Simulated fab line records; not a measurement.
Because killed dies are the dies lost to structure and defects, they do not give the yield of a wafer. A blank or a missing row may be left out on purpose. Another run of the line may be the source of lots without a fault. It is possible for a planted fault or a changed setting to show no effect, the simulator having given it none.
Matching of chambers + flow nand_harc + NHARC_P_M1_PRE_CLEAN_32 on pecvd-04 has 3 sister chambers
The step time 12 s. 6 wafers are shown with their chamber, then 9 later ones without.

WAFERS PAIRED WITH THEIR CHAMBERS
| wafer  | chamber | heater_power_w (W) |
|--------|---------|--------------------|
| L075.5 | 1       | 759                |
| L080.5 | 1       | 686                |
| L085.1 | 0       | 691                |
| L091.2 | 2       | 671                |
| L091.3 | 0       | 594                |
| L091.6 | 2       | 700                |

WAFERS WHOSE CHAMBER IS MISSING
| wafer  | heater_power_w (W) |
|--------|--------------------|
| L092.1 | 705                |
| L092.3 | 629                |
| L092.5 | 629                |
| L093.3 | 645                |
| L093.5 | 724                |
| L093.6 | 645                |
| L094.1 | 592                |
| L094.4 | 686                |
| L094.5 | 595                |

CHAMBER TAKEN BY EACH
| wafer  | from the rows above          | in truth |
|--------|------------------------------|----------|
| L092.1 | can't be placed: 1 or 2 or 0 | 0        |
| L092.3 | can't be placed: 0 or 2 or 1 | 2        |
| L092.5 | can't be placed: 0 or 2 or 1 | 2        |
| L093.3 | can't be placed: 0 or 2 or 1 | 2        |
| L093.5 | can't be placed: 1 or 2 or 0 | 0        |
| L093.6 | can't be placed: 0 or 2 or 1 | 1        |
| L094.1 | can't be placed: 0 or 2 or 1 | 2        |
| L094.4 | can't be placed: 2 or 1 or 0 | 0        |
| L094.5 | can't be placed: 0 or 2 or 1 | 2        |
Correctly placed: 0 of 9. Not placeable from these rows: 9 (in 9, the candidates include the true chamber). Wrongly placed: 0.
How it was worked out, from the rows above alone: a wafer's distance from a chamber is the root of the sum, over the readings, of the square of ((its reading less the chamber's mean) divided by the reading's scatter). If the next closest chamber is less than 2 further off than the closest, the wafer can't be placed; otherwise it belongs to the closest. Each chamber's mean is taken over the wafers shown for it. The scatter is the square root of a quotient: the sum, over the shown wafers, of each reading's squared deviation from its chamber's mean, divided by wafers minus chambers.
